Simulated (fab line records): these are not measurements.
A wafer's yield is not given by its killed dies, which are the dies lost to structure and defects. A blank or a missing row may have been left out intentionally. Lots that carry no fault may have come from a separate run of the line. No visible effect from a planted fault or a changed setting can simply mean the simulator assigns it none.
fab line records	flow n5_finfet
record lots=10	wafers=30	last_day=19
route steps=1938 shown BEOL_M14@1751 BEOL_M15@1779
lots that met no fault: from a run of the same line without faults
start_h: hours from the record's opening day to when the first of the lot's shown wafers began	wait_h: time in hours since the lot's previous step	" as in the row above	L1.1+2: one row covering several wafers at once	- no value, or no start was given	* or withheld: withheld	< > ~ a bound
route shown NAME@n: NAME is a module with steps in the file, n the number in the route of the first one	usual: average and standard deviation across the fault-free wafers	same: alike in all rows	chamber/n: place in a boat	sites: per-site readings	_std_site: their standard deviation	_edge_site: the outer-site mean with the inner-site mean subtracted	radius_mm: how far each site lies from the wafer's centre	mask NAME#n: copy n	behind: the most recent tool/chamber to have shaped the wafer	hold: reason for holding the lot/hours on hold/outcome of the hold	device: transistor that didn't switch, given as n, p or np	end of line: at the end of the route, the tests of the same wafers	a step without rows: its recipe alone	killed: the dies lost at the first sort to structure and to defects; this is not the yield of the wafer	map: per-die view of a wafer (x killed, . not killed, _ where there is no die)
set.NAME: the setting as run; set.NAME@STEP: as run at that earlier step	model.NAME: the simulator's own value behind a step, which no gauge read
one table for each step of the route and one row for each wafer, over a sample of lots
services: when a tool's chamber went out of use (start_h, in hours from the record's first day, below 0 if earlier), for how many hours, and the reason
## steps
# step N5_BEOL_M14_ETCH_68
# recipe chemistry=N2/H2	target=SOC	mask_material=SiARC	source_w=3000	bias_w=350	temp_c=40	time_s=450	ion_energy_ev=200	pressure_mtorr=30	n2_flow_sccm=200	h2_flow_sccm=200
# usual drypump_motor_current_A=5.7/0.42	n2_flow_sccm=200.0/0.58	oes_product_au=0.81/0.051	rf_vpp_V=524/3.4	showerhead_plenum_p_Torr=2.56/0.12	throttle_valve_pct=17.76/0.27
lot.wafer	tool	chamber	start_h	wait_h	drypump_motor_current_A	n2_flow_sccm	oes_product_au	rf_hours_counter_h	rf_vpp_V	showerhead_plenum_p_Torr	throttle_valve_pct
L873.2	rie_diel-05	2	293.35	0.1	5.6	200.6	0.80	95	527	2.65	17.62
L873.3	"	3	"	"	5.5	200.5	0.90	20	525	2.61	17.71
L873.5	"	1	"	"	5.6	200.7	0.85	-	522	2.48	17.74
L872.1	rie_diel-01	0	293.50	0.1	5.6	200.1	0.84	63	522	2.48	17.78
L872.3	"	2	"	"	5.1	200.7	0.86	48	523	2.46	17.30
L872.6	"	0	"	"	5.7	199.5	0.84	-	522	2.48	17.78
L871.1	rie_diel-01	3	294.08	0.1	6.5	199.7	0.84	73	529	2.68	17.86
L871.3	"	1	"	"	5.9	198.9	0.83	100	522	2.48	17.84
L871.5	"	2	"	"	5.1	199.7	0.86	-	523	2.46	17.31
L878.2	rie_diel-01	3	317.93	0.1	6.5	200.0	0.82	81	528	2.67	17.87
L878.4	"	2	"	"	5.1	200.9	0.85	57	524	2.46	17.32
L878.6	"	2	"	"	5.1	199.6	0.85	-	522	2.46	17.33
L879.1	rie_diel-03	2	335.68	0.1	5.7	199.7	0.89	29	529	2.72	17.72
L879.4	"	3	"	"	6.5	199.8	0.68	245	523	2.48	17.55
L879.6	"	3	"	"	6.4	199.5	0.68	-	523	2.48	17.55
L881.2	rie_diel-01	3	346.30	0.1	6.5	198.9	0.80	95	528	2.67	17.92
L881.4	"	1	"	"	5.8	200.8	0.81	-	522	2.47	17.88
L881.5	"	3	"	"	6.5	199.4	0.81	-	527	2.67	17.90
L891.3	rie_diel-03	3	409.58	0.1	6.5	200.4	0.92	14	523	2.48	17.12
L891.4	"	0	"	"	5.6	201.3	0.83	75	528	2.68	17.56
L891.5	"	0	"	"	5.7	201.1	0.83	-	528	2.68	17.57
L893.1	rie_diel-01	1	409.94	0.1	5.8	199.8	0.78	151	521	2.46	17.94
L893.3	"	3	"	"	6.5	201.1	0.77	126	528	2.65	17.97
L893.4	"	1	"	"	5.8	198.6	0.78	-	521	2.46	17.95
L890.2	rie_diel-05	3	411.09	0.1	5.5	199.2	0.82	64	526	2.59	17.78
L890.4	"	1	"	"	5.6	199.8	0.78	98	522	2.47	17.83
L890.6	"	1	"	"	5.6	199.3	0.78	-	521	2.47	17.83
L894.1	rie_diel-05	1	422.96	0.1	5.5	200.9	0.79	102	522	2.46	17.85
L894.3	"	3	"	"	5.5	200.8	0.81	68	525	2.59	17.79
L894.6	"	3	"	"	5.5	199.1	0.82	-	523	2.59	17.81
# step N5_BEOL_M14_ETCH_38
# recipe chemistry=CF4/N2	target=SiCN	target_depth_a=1065	taper_deg=2	time_s=120.6	ion_energy_ev=150	mask_material=SiO2	pressure_mtorr=40	source_w=430	bias_w=70	Ar_flow_sccm=100	cf4_flow_sccm=60	n2_flow_sccm=60
# usual drypump_motor_current_A=5.7/0.37	n2_flow_sccm=59.99/0.17	oes_product_au=0.82/0.055	rf_vpp_V=382.4/2.5	showerhead_plenum_p_Torr=2.21/0.1	throttle_valve_pct=15.44/0.22
lot.wafer	tool	chamber	start_h	wait_h	drypump_motor_current_A	n2_flow_sccm	oes_product_au	rf_hours_counter_h	rf_vpp_V	showerhead_plenum_p_Torr	throttle_valve_pct
L873.2	rie_diel-05	1	-	-	5.5	60.25	0.84	53	380.3	2.16	15.38
L873.3	"	3	"	"	5.5	59.75	0.92	21	382.1	2.26	15.42
L873.5	"	1	"	"	5.5	60.03	0.84	-	382.2	2.16	15.38
L872.1	rie_diel-01	0	-	-	5.6	60.08	0.81	64	379.4	2.15	15.42
L872.3	"	2	"	"	5.1	60.20	0.87	49	380.3	2.14	15.14
L872.6	"	1	"	"	5.8	60.22	0.85	-	379.7	2.15	15.34
L871.1	rie_diel-01	3	-	-	6.5	59.90	0.84	74	385.5	2.34	15.71
L871.3	"	1	"	"	5.8	60.16	0.85	101	381.7	2.15	15.34
L871.5	"	1	"	"	5.8	59.93	0.84	-	381.6	2.15	15.32
L878.2	rie_diel-05	1	-	-	5.6	60.20	0.82	63	381.8	2.16	15.38
L878.4	"	2	"	"	5.7	59.92	0.78	106	384.6	2.30	15.37
L878.6	"	2	"	"	5.7	59.91	0.78	-	383.9	2.30	15.38
L879.1	rie_diel-03	2	-	-	5.7	59.64	0.87	29	385.7	2.34	15.32
L879.4	"	1	"	"	5.4	59.82	0.82	110	384.4	2.31	15.49
L879.6	"	1	"	"	5.4	59.98	0.82	-	384.4	2.31	15.49
L881.2	rie_diel-01	3	-	-	6.5	59.85	0.81	96	383.6	2.33	15.76
L881.4	"	3	"	"	6.5	59.84	0.82	-	384.3	2.33	15.76
L881.5	"	2	"	"	5.1	59.97	0.83	-	380.0	2.13	15.18
L891.3	rie_diel-01	2	-	-	5.1	59.72	0.81	96	379.9	2.12	15.22
L891.4	"	2	"	"	5.1	59.75	0.81	-	380.7	2.13	15.24
L891.5	"	1	"	"	5.9	59.69	0.80	-	381.2	2.13	15.43
L893.1	rie_diel-03	0	-	-	5.6	59.81	0.84	77	386.8	2.33	15.17
L893.3	"	2	"	"	5.7	60.04	0.83	58	384.0	2.33	15.40
L893.4	"	1	"	"	5.5	60.03	0.79	138	385.1	2.30	15.54
L890.2	rie_diel-05	0	-	-	5.5	60.29	0.71	198	377.4	2.01	15.87
L890.4	"	2	"	"	5.6	60.05	0.75	135	385.4	2.29	15.42
L890.6	"	3	"	"	5.5	60.00	0.84	-	382.5	2.25	15.49
L894.1	rie_diel-05	3	-	-	5.5	60.26	0.83	70	381.8	2.24	15.50
L894.3	"	2	"	"	5.7	59.98	0.75	139	385.5	2.29	15.42
L894.6	"	1	"	"	5.6	60.14	0.77	-	379.4	2.15	15.47
# step N5_BEOL_M15_EXPOSE_07
# recipe mask_id=V14	na=0.8	source_shape=annular	sigma_inner=0.5	sigma_outer=0.8	polarization=unpolarized	attpsm_phase_deg=180	dose_mj=41.25
# usual exposure_dose_mJ_cm2=41.20/0.04
lot.wafer	tool	chamber	start_h	wait_h	mask	exposure_dose_mJ_cm2
L873.2	krf_scanner-01	0	296.40	-	V14#0	41.21
L873.3	"	0	"	"	V14#0	41.22
L873.5	"	0	"	"	V14#0	41.18
L872.1	krf_scanner-01	0	297.20	-	V14#0	41.19
L872.3	"	0	"	"	V14#0	41.21
L872.6	"	0	"	"	V14#0	41.16
L871.1	krf_scanner-01	0	298.29	-	V14#0	41.17
L871.3	"	0	"	"	V14#0	41.14
L871.5	"	0	"	"	V14#0	41.17
L878.2	krf_scanner-02	0	323.61	-	V14#0	41.22
L878.4	"	0	"	"	V14#0	41.27
L878.6	"	0	"	"	V14#0	41.22
L879.1	krf_scanner-02	0	338.39	-	V14#0	41.25
L879.4	"	0	"	"	V14#0	41.20
L879.6	"	0	"	"	V14#0	41.21
L881.2	krf_scanner-01	0	350.07	-	V14#0	41.23
L881.4	"	0	"	"	V14#0	41.24
L881.5	"	0	"	"	V14#0	41.14
L891.3	krf_scanner-01	0	413.66	-	V14#0	42.55
L891.4	"	0	"	"	V14#0	42.57
L891.5	"	0	"	"	V14#0	42.62
L893.1	krf_scanner-02	0	416.35	-	V14#0	41.19
L893.3	"	0	"	"	V14#0	41.16
L893.4	"	0	"	"	V14#0	41.21
L890.2	krf_scanner-01	0	416.58	-	V14#0	42.36
L890.4	"	0	"	"	V14#0	42.27
L890.6	"	0	"	"	V14#0	42.32
L894.1	krf_scanner-02	0	429.39	-	V14#0	41.18
L894.3	"	0	"	"	V14#0	41.19
L894.6	"	0	"	"	V14#0	41.24
# step N5_BEOL_M15_VIA_ETCH_16
# recipe chemistry=C4F8/O2/Ar	target=SiO2	he_inner_torr=15	he_outer_torr=30	target_depth_a=17922	time_s=withheld	ion_energy_ev=800	pressure_mtorr=20	source_w=1905	bias_w=2040	Ar_flow_sccm=400	C4F8_flow_sccm=16	O2_flow_sccm=12	ends=cleared
# usual drypump_motor_current_A=5.8/0.57	oes_ar_750_au=0.77/0.073	oes_product_au=0.70/0.071	rf_vpp_V=2217/37	showerhead_plenum_p_Torr=3.40/0.1	throttle_valve_pct=30.85/0.23
lot.wafer	tool	chamber	start_h	wait_h	drypump_motor_current_A	oes_ar_750_au	oes_product_au	rf_vpp_V	showerhead_plenum_p_Torr	throttle_valve_pct
L873.2	rie_diel-02	1	296.74	0.0	6.4	0.73	0.66	2255	3.53	30.34
L873.3	"	2	"	"	6.5	0.77	0.70	2161	3.35	30.93
L873.5	"	2	"	"	6.5	0.78	0.70	2160	3.35	30.93
L872.1	rie_diel-06	1	297.55	0.0	6.0	0.69	0.62	2220	3.52	31.05
L872.3	"	0	"	"	6.5	0.85	0.77	2209	3.48	30.71
L872.6	"	1	"	"	6.0	0.69	0.61	2220	3.52	31.05
L871.1	rie_diel-06	1	298.88	0.0	6.0	0.69	0.62	2216	3.52	31.05
L871.3	"	2	"	"	5.7	0.76	0.67	2146	3.27	30.79
L871.5	"	1	"	"	6.0	0.69	0.62	2216	3.52	31.07
L878.2	rie_diel-02	2	323.95	0.0	6.6	0.76	0.68	2159	3.34	30.92
L878.4	"	3	"	"	6.8	0.78	0.70	2251	3.32	31.38
L878.6	"	2	"	"	6.5	0.76	0.69	2160	3.34	30.93
L879.1	rie_diel-02	1	339.03	0.0	6.4	0.72	0.66	2255	3.52	30.36
L879.4	"	0	"	"	5.4	0.81	0.73	2253	3.43	30.54
L879.6	"	0	"	"	5.4	0.81	0.73	2250	3.43	30.56
L881.2	rie_diel-04	0	350.41	0.0	6.0	0.84	0.77	2252	3.36	30.89
L881.4	"	2	"	"	5.2	0.66	0.60	2203	3.25	30.67
L881.5	"	2	"	"	5.2	0.66	0.60	2205	3.25	30.67
L891.3	rie_diel-02	2	414.46	0.1	6.6	0.74	0.66	2158	3.33	30.96
L891.4	"	1	"	"	6.4	0.71	0.64	2252	3.51	30.41
L891.5	"	2	"	"	6.5	0.74	0.66	2159	3.33	30.96
L893.1	rie_diel-04	1	416.70	0.0	5.2	0.80	0.73	2227	3.44	30.88
L893.3	"	2	"	"	5.2	0.93	0.86	2240	3.64	30.73
L893.4	"	0	"	"	6.0	0.82	0.75	2249	3.35	30.89
L890.2	rie_diel-06	2	417.22	0.0	5.7	0.73	0.64	2144	3.25	30.83
L890.4	"	0	"	"	6.5	0.80	0.73	2206	3.46	30.75
L890.6	"	3	"	"	5.0	0.68	0.62	2263	3.41	31.06
L894.1	rie_diel-06	1	429.74	0.0	6.1	0.94	0.88	2218	3.50	30.98
L894.3	"	2	"	"	5.7	0.72	0.64	2145	3.25	30.83
L894.6	"	0	"	"	6.5	0.80	0.72	2205	3.46	30.76
## services
tool	chamber	start_h	hours	kind
krf_scanner-02	0	274.99	-	calibration
rie_diel-01	-	288.94	2.8	pm
rie_diel-05	0	293.56	3.4	repair
krf_scanner-02	-	294.53	2.9	repair
rie_diel-06	3	296.14	2.1	repair
krf_scanner-01	-	313.60	1.3	pm
krf_scanner-01	0	321.09	-	calibration
krf_scanner-01	-	321.73	1.0	pm
rie_diel-02	2	333.65	4.7	repair
krf_scanner-02	-	341.44	4.0	repair
rie_diel-03	3	348.27	-	clean
rie_diel-03	3	348.27	-	consumable_replace:focus_ring
rie_diel-03	3	348.27	19.9	scheduled_down
rie_diel-03	3	348.27	19.9	vent_cycle
krf_scanner-02	-	364.86	1.3	pm
rie_diel-06	1	373.44	-	clean
rie_diel-06	1	373.44	-	consumable_replace:focus_ring
rie_diel-05	2	381.55	8.7	repair
rie_diel-01	2	385.76	11.6	repair
krf_scanner-02	-	402.54	0.8	pm
rie_diel-02	0	410.64	6.7	repair
rie_diel-02	3	411.52	9.5	repair
krf_scanner-02	-	421.96	1.2	repair
krf_scanner-02	-	423.17	1.0	pm
## key
first_sign step=N5_BEOL_M15_EXPOSE_07	reading=exposure_dose_mJ_cm2	direction=up	sigmas=31	usual=41.20	struck=42.45
effect none on later readings
met_at N5_BEOL_M15_EXPOSE_07
struck_lots L890,L891
loop_trim step=N5_BEOL_M15_EXPOSE_07	setting=dose	lots=L890
not_acting_at N5_BEOL_M14_ETCH_68,N5_BEOL_M14_ETCH_38,N5_BEOL_M15_VIA_ETCH_16
onset_between 350.07 413.66
fault kind=process_parameter_drift	tool=krf_scanner-01	chamber=-	onset_h=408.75	steps=N5_BEOL_M15_EXPOSE_07	channel=dose_mj	offset=1.3973	shape=step	acts_in=these_recipes_only	stated=41.25
# loop_trim: a control loop set the setting to another value than it would have without faults
